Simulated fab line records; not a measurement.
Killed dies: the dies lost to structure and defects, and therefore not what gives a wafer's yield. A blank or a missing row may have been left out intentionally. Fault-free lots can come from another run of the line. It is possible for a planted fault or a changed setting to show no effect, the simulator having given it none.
A lot that was struck, set against a sound lot    flow nandHarc    39 out of 1159 route steps
Sound: these wafers, L913.1, L913.3, L913.4. Struck: wafer L926.3 (left out: L926.2, L926.5 of the same lot, which were not struck); the cause appears at the end.
Order at every step that has rows: each side's tool, ch and its chambers, its first start. Under that, the readings that differ: sound wafers    struck wafers    difference of the means    sigmas: that difference in standard deviations of wafers without a fault.
alike: a reading whose means differ by less than 2 such deviations, as well as words and numbers matching on both sides. not compared: withheld readings; readings where some wafer has no value; bounds like >300 that might hide an equal value; numbers whose values overlap and for which the record gives no deviation.
A row with sigmas, a row that says differs or no value, or rows on one side alone: a step with any of these is where the two part. When numbers do not overlap yet have no deviation, they are printed without sigmas and do not part them. A reading missing from all wafers of one side parts the sides only when that side holds two or more wafers.

first, 5 steps without rows for these wafers: NHARC_A_BONDPAD_SOFTBAKE_04 (time 70 s); NHARC_A_BONDPAD_EBR_05; NHARC_A_BONDPAD_EXPOSE_06 (exposes mask A BPAD); NHARC_A_BONDPAD_PEB_07 (peb time 80 s); NHARC_A_BONDPAD_DEVELOP_08 (time 50 s).
NHARC_A_BONDPAD_CD_MEAS_09 targets a cd of 500 nm.
  sound on cdSem-01 ch 0, day 19 09:54; struck on cdSem-01 ch 0, day 22 15:53
  alike: cdNm
NHARC_A_BONDPAD_OVL_MEAS_35:
  sound on overlay-02, day 19 09:59; struck on overlay-01, day 22 15:58
reading          sound  struck  difference  sigmas
overlayYNm (nm)  1 1 1  -14     -15         -3
  alike: overlayXNm
then, 4 steps without rows for these wafers: NHARC_A_BONDPAD_HARDBAKE_10 (time 65 s); NHARC_A_BONDPAD_DESCUM_11 (chemistry O2, time 3 s); NHARC_A_BONDPAD_ETCH_34 (etches the open film in N2/H2, target depth 60 nm, overetch 18 nm, time 65.91 s); NHARC_A_BONDPAD_ETCH_12 (etches the open film in CHF3/O2, target depth 220 nm, time 110 s).
NHARC_A_BONDPAD_CD_MEAS_13:
  sound on cdSem-01, day 19 10:26; struck on cdSem-03, day 22 16:25
  alike: cdNm
NHARC_A_BONDPAD_STRIP_15: strips in O2.
  sound on rieDiel-13 ch 0,1,3, day 19 10:31; struck on rieDiel-13 ch 2, day 22 16:30
reading              sound  struck  difference  sigmas
rfHoursCounterH (h)  6 7 6  3       -3          
  alike: drypumpMotorCurrentA, oesProductAu, rfVppV, showerheadPlenumPTorr, throttleValvePct
NHARC_A_BONDPAD_ETCH_24: etches the open film in CF4/N2, target depth 30 nm, time 72.99 s.
  sound: rieDiel-13 ch 0,1,3; struck: rieDiel-13 ch 1
reading              sound  struck  difference  sigmas
rfHoursCounterH (h)  6 7 6  3       -3          
  alike: drypumpMotorCurrentA, oesProductAu, rfVppV, showerheadPlenumPTorr, throttleValvePct
then, 2 steps without rows for these wafers: NHARC_A_BONDPAD_STRIP_16 (strips in post etch residue remover, time 600 s); NHARC_A_BONDPAD_DEGAS_25 (time 60 s).
NHARC_A_BONDPAD_PRE_CLEAN_26: time 30 s.
  sound on pvdSputter-01; struck on pvdSputter-03
  alike: heaterPowerW
then, 1 step without rows for these wafers: NHARC_A_BONDPAD_PVD_17 (deposits TaN, target thk 5 nm, time 8.06 s).
NHARC_A_BONDPAD_PVD_27: deposits Cu, target thk 30 nm, time 20.49 s.
  sound on pvdSputter-01; struck on pvdSputter-03
  alike: throttleValvePct
then, 1 step without rows for these wafers: NHARC_A_BONDPAD_ECD_18 (material Cu, target thk 400 nm).
NHARC_A_BONDPAD_ANNEAL_28: time 90 s.
  sound on rtpAnneal-02 ch 0, day 19 11:51; struck on rtpAnneal-01 ch 0, day 22 18:13
reading           sound              struck  difference  sigmas
wafer_temp_C_max  225.9 225.4 225.9  227.0   +1.3        +3
then, 1 step without rows for these wafers: NHARC_A_BONDPAD_CMP_19 (polishes, t overpolish 30 s, cu recess touch 16 s, target thk 169.8 nm).
NHARC_A_BONDPAD_THK_MEAS_20: measures by xrf.
  sound on filmMetro-01, day 19 12:31; struck on filmMetro-01, day 22 18:50
reading     sound              struck  difference  sigmas
thkNm (nm)  171.0 165.3 169.0  172.6   +4.2        +3
then, 6 steps without rows for these wafers: NHARC_A_BONDPAD_SRD_21 (time 30 s, dry time 20 s); NHARC_HYBRID_BOND_ACTIVATE_00 (chemistry N2, time 60 s); NHARC_HYBRID_BOND_PRECLEAN_01 (cleans in DIW, time 300 s); NHARC_HYBRID_BOND_SRD_02 (time 30 s, dry time 20 s); NHARC_HYBRID_BOND_BOND_03; NHARC_HYBRID_BOND_ANNEAL_04 (time 7200 s).
NHARC_HYBRID_BOND_OVL_MEAS_05:
  sound on overlay-01, day 19 20:22; struck on overlay-02, day 23 04:07
  alike: overlayXNm, overlayYNm
then, 1 step without rows for these wafers: NHARC_THIN_TSV_GRIND_00.
NHARC_THIN_TSV_CMP_01: polishes.
  sound on cmp-03 ch 0,1,2, day 19 21:47; struck on cmp-04 ch 0, day 23 05:32
  alike: motorCurrentA
NHARC_THIN_TSV_THK_MEAS_02: measures by ir.
  sound on filmMetro-01, day 19 22:03; struck on filmMetro-01, day 23 05:48
  alike: thkNm
then, 5 steps without rows for these wafers: NHARC_THIN_TSV_SRD_03; NHARC_THIN_TSV_PRECLEAN_41 (cleans in SC1); NHARC_THIN_TSV_SRD_42; NHARC_THIN_TSV_DEP_43 (deposits SiO2, target thk 1328.5 nm); NHARC_THIN_TSV_DEHYDRATE_04 (time 120 s).
NHARC_END_SORT_01:
  only the struck wafers appear in the record here, on prober-02 ch 0 at day 24 00:12; the sound ones have no rows

WHERE THEY PART
Earliest at NHARC_A_BONDPAD_OVL_MEAS_35; latest, in this record, at NHARC_END_SORT_01.

WHY: the cause the simulator had injected
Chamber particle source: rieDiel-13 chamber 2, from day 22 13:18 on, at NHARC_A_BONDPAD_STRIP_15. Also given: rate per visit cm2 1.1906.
